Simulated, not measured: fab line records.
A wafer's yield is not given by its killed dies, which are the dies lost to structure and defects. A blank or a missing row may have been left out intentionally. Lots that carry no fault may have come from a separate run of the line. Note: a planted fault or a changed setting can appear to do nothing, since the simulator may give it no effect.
Chamber matching    flow n5 finfet    rie diel-03 running N5_BEOL_M2_DESCUM_33: 4 sister chambers
The step chemistry O2, time 7 s. 4 wafers are shown with their chamber, then 10 later ones without.

## WAFERS PAIRED WITH THEIR CHAMBERS
wafer   chamber  showerhead plenum p Torr (Torr)
L086.2  2        2.09
L086.6  1        2.14
L094.2  0        1.90
L094.3  3        2.16

## WAFERS WITH NO CHAMBER GIVEN
wafer   showerhead plenum p Torr (Torr)
L094.4  2.09
L095.1  1.90
L095.4  2.09
L095.5  2.09
L096.1  2.08
L096.2  2.16
L096.4  2.14
L097.3  2.16
L097.4  2.08
L097.5  2.08

## WHICH CHAMBER EACH WENT THROUGH
wafer   from the rows above  in truth
L094.4  2                    2
L095.1  0                    0
L095.4  2                    2
L095.5  2                    2
L096.1  2                    2
L096.2  3                    3
L096.4  1                    1
L097.3  3                    3
L097.4  2                    2
L097.5  2                    2
Placed correctly: 10 of 10. Can't be placed from these rows: 0. Wrongly placed: 0.
How it was worked out, from the rows above alone: a wafer's distance from a chamber is the root of the sum, over the readings, of the square of ((its reading less the chamber's mean) divided by the reading's scatter). If the next closest chamber is less than 2 further off than the closest, the wafer can't be placed; otherwise it belongs to the closest. Each chamber's mean is taken over the wafers shown for it. The scatter (one wafer shown for each chamber): square how far every hidden wafer sits from the nearest shown wafer, average those squares and take the square root.
